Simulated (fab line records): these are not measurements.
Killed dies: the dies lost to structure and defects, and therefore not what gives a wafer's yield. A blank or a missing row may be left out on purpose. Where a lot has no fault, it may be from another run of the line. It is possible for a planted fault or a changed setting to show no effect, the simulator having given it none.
Matching of chambers :: flow n5Finfet :: 4 sister chambers for N5_HKMG_FIN_STRIP_57 on rieDiel-04
The step strips in CF4. 24 wafers are shown with their chamber, then 12 later ones without.

== EACH WAFER AND ITS CHAMBER ==
wafer: L077.1
chamber: 2
drypumpMotorCurrentA (A): 5.6
showerheadPlenumPTorr (Torr): 1.87
throttleValvePct (%): 13.93

wafer: L077.2
chamber: 1
drypumpMotorCurrentA (A): 6.2
showerheadPlenumPTorr (Torr): 1.90
throttleValvePct (%): 13.39

wafer: L077.3
chamber: 0
drypumpMotorCurrentA (A): 5.5
showerheadPlenumPTorr (Torr): 1.76
throttleValvePct (%): 13.17

wafer: L077.4
chamber: 3
drypumpMotorCurrentA (A): 5.7
showerheadPlenumPTorr (Torr): 1.91
throttleValvePct (%): 13.49

wafer: L077.5
chamber: 2
drypumpMotorCurrentA (A): 5.6
showerheadPlenumPTorr (Torr): 1.87
throttleValvePct (%): 13.94

wafer: L077.6
chamber: 3
drypumpMotorCurrentA (A): 5.6
showerheadPlenumPTorr (Torr): 1.91
throttleValvePct (%): 13.50

wafer: L079.2
chamber: 3
drypumpMotorCurrentA (A): 5.7
showerheadPlenumPTorr (Torr): 1.91
throttleValvePct (%): 13.51

wafer: L079.3
chamber: 2
drypumpMotorCurrentA (A): 5.6
showerheadPlenumPTorr (Torr): 1.86
throttleValvePct (%): 13.94

wafer: L079.4
chamber: 1
drypumpMotorCurrentA (A): 6.2
showerheadPlenumPTorr (Torr): 1.90
throttleValvePct (%): 13.39

wafer: L081.1
chamber: 2
drypumpMotorCurrentA (A): 5.6
showerheadPlenumPTorr (Torr): 1.86
throttleValvePct (%): 13.94

wafer: L081.4
chamber: 1
drypumpMotorCurrentA (A): 6.2
showerheadPlenumPTorr (Torr): 1.90
throttleValvePct (%): 13.38

wafer: L081.6
chamber: 0
drypumpMotorCurrentA (A): 5.5
showerheadPlenumPTorr (Torr): 1.76
throttleValvePct (%): 13.20

wafer: L082.1
chamber: 1
drypumpMotorCurrentA (A): 6.2
showerheadPlenumPTorr (Torr): 1.90
throttleValvePct (%): 13.41

wafer: L082.4
chamber: 2
drypumpMotorCurrentA (A): 5.6
showerheadPlenumPTorr (Torr): 1.86
throttleValvePct (%): 13.94

wafer: L082.5
chamber: 1
drypumpMotorCurrentA (A): 6.2
showerheadPlenumPTorr (Torr): 1.90
throttleValvePct (%): 13.40

wafer: L087.3
chamber: 0
drypumpMotorCurrentA (A): 5.5
showerheadPlenumPTorr (Torr): 1.76
throttleValvePct (%): 13.22

wafer: L087.4
chamber: 3
drypumpMotorCurrentA (A): 5.7
showerheadPlenumPTorr (Torr): 1.90
throttleValvePct (%): 13.54

wafer: L087.6
chamber: 0
drypumpMotorCurrentA (A): 5.5
showerheadPlenumPTorr (Torr): 1.75
throttleValvePct (%): 13.22

wafer: L089.1
chamber: 2
drypumpMotorCurrentA (A): 5.6
showerheadPlenumPTorr (Torr): 1.86
throttleValvePct (%): 13.99

wafer: L089.2
chamber: 3
drypumpMotorCurrentA (A): 5.6
showerheadPlenumPTorr (Torr): 1.90
throttleValvePct (%): 13.55

wafer: L089.4
chamber: 0
drypumpMotorCurrentA (A): 5.5
showerheadPlenumPTorr (Torr): 1.75
throttleValvePct (%): 13.23

wafer: L092.1
chamber: 3
drypumpMotorCurrentA (A): 5.6
showerheadPlenumPTorr (Torr): 1.90
throttleValvePct (%): 13.56

wafer: L092.2
chamber: 2
drypumpMotorCurrentA (A): 5.6
showerheadPlenumPTorr (Torr): 1.86
throttleValvePct (%): 14.01

wafer: L092.3
chamber: 0
drypumpMotorCurrentA (A): 5.5
showerheadPlenumPTorr (Torr): 1.75
throttleValvePct (%): 13.27

SIGNATURES (averages over the wafers above)
reading: drypumpMotorCurrentA
chamber 0: 5.500
chamber 1: 6.200
chamber 2: 5.600
chamber 3: 5.650
scatter within a chamber: 0.0274

reading: showerheadPlenumPTorr
chamber 0: 1.7550
chamber 1: 1.9000
chamber 2: 1.8629
chamber 3: 1.9050
scatter within a chamber: 0.00471

reading: throttleValvePct
chamber 0: 13.2183
chamber 1: 13.3940
chamber 2: 13.9557
chamber 3: 13.5250
scatter within a chamber: 0.0282
Rule: a wafer's distance from a chamber is the root of the sum, over the readings, of the square of ((its reading less the chamber's mean) divided by the reading's scatter). If the next closest chamber is less than 2 further off than the closest, the wafer can't be placed; otherwise it belongs to the closest. How the scatter is found: for the shown wafers, subtract from each reading the mean of its chamber, square and add these, divide the total by (wafers less chambers), then take the root.

== WAFERS MISSING THEIR CHAMBER ==
wafer: L094.1
drypumpMotorCurrentA (A): 5.7
showerheadPlenumPTorr (Torr): 1.90
throttleValvePct (%): 13.56

wafer: L094.2
drypumpMotorCurrentA (A): 5.5
showerheadPlenumPTorr (Torr): 1.75
throttleValvePct (%): 13.27

wafer: L094.3
drypumpMotorCurrentA (A): 5.6
showerheadPlenumPTorr (Torr): 1.86
throttleValvePct (%): 14.02

wafer: L094.4
drypumpMotorCurrentA (A): 6.2
showerheadPlenumPTorr (Torr): 1.90
throttleValvePct (%): 13.43

wafer: L094.5
drypumpMotorCurrentA (A): 5.5
showerheadPlenumPTorr (Torr): 1.75
throttleValvePct (%): 13.27

wafer: L094.6
drypumpMotorCurrentA (A): 6.2
showerheadPlenumPTorr (Torr): 1.90
throttleValvePct (%): 13.45

wafer: L096.1
drypumpMotorCurrentA (A): 5.6
showerheadPlenumPTorr (Torr): 1.85
throttleValvePct (%): 14.02

wafer: L096.2
drypumpMotorCurrentA (A): 5.5
showerheadPlenumPTorr (Torr): 1.75
throttleValvePct (%): 13.29

wafer: L096.3
drypumpMotorCurrentA (A): 6.2
showerheadPlenumPTorr (Torr): 1.89
throttleValvePct (%): 13.46

wafer: L096.4
drypumpMotorCurrentA (A): 5.7
showerheadPlenumPTorr (Torr): 1.90
throttleValvePct (%): 13.59

wafer: L096.5
drypumpMotorCurrentA (A): 6.2
showerheadPlenumPTorr (Torr): 1.89
throttleValvePct (%): 13.44

wafer: L096.6
drypumpMotorCurrentA (A): 5.6
showerheadPlenumPTorr (Torr): 1.85
throttleValvePct (%): 14.02

== EACH ONE'S CHAMBER ==
wafer: L094.1
from the rows above: 3
in truth: 3

wafer: L094.2
from the rows above: 0
in truth: 0

wafer: L094.3
from the rows above: 2
in truth: 2

wafer: L094.4
from the rows above: 1
in truth: 1

wafer: L094.5
from the rows above: 0
in truth: 0

wafer: L094.6
from the rows above: 1
in truth: 1

wafer: L096.1
from the rows above: 2
in truth: 2

wafer: L096.2
from the rows above: 0
in truth: 0

wafer: L096.3
from the rows above: 1
in truth: 1

wafer: L096.4
from the rows above: 3
in truth: 3

wafer: L096.5
from the rows above: 1
in truth: 1

wafer: L096.6
from the rows above: 2
in truth: 2
12 of 12 placed correctly. Number that these rows cannot place: 0. Placed wrongly: 0.
